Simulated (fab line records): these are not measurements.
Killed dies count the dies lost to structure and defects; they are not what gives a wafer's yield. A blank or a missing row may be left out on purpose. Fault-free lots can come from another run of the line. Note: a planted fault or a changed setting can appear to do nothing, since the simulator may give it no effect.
Chamber matching ; flow nand harc ; pecvd-04 running NHARC_P_CONTACT_DEP_30: 3 sister chambers
The step deposits SiNx, target thk 30 nm. 3 wafers are shown with their chamber, then 7 later ones without.

== WAFERS PAIRED WITH THEIR CHAMBERS ==
wafer;chamber;heater power w (W)
L084.3;0;626
L085.4;1;680
L085.5;2;687

== WAFERS MISSING THEIR CHAMBER ==
wafer;heater power w (W)
L085.6;577
L092.1;613
L092.5;641
L092.6;756
L095.1;668
L095.2;755
L095.5;650

== THE CHAMBER EACH PASSED THROUGH ==
wafer;from the rows above;in truth
L085.6;can't be placed: 0 or 1 or 2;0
L092.1;can't be placed: 0 or 1 or 2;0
L092.5;can't be placed: 0 or 1 or 2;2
L092.6;can't be placed: 2 or 1 or 0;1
L095.1;can't be placed: 1 or 2 or 0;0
L095.2;can't be placed: 2 or 1 or 0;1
L095.5;can't be placed: 0 or 1 or 2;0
Correctly placed: 0 of 7. These rows do not allow placing 7 (true chamber among the candidates in 7). 0 placed wrongly.
How it was worked out, from the rows above alone: a wafer's distance from a chamber is the root of the sum, over the readings, of the square of ((its reading less the chamber's mean) divided by the reading's scatter). If the next closest chamber is less than 2 further off than the closest, the wafer can't be placed; otherwise it belongs to the closest. Each chamber's mean is taken over the wafers shown for it. The scatter: with one shown wafer a chamber, the root of the mean of the squares of how far each hidden wafer lies from its nearest shown one.
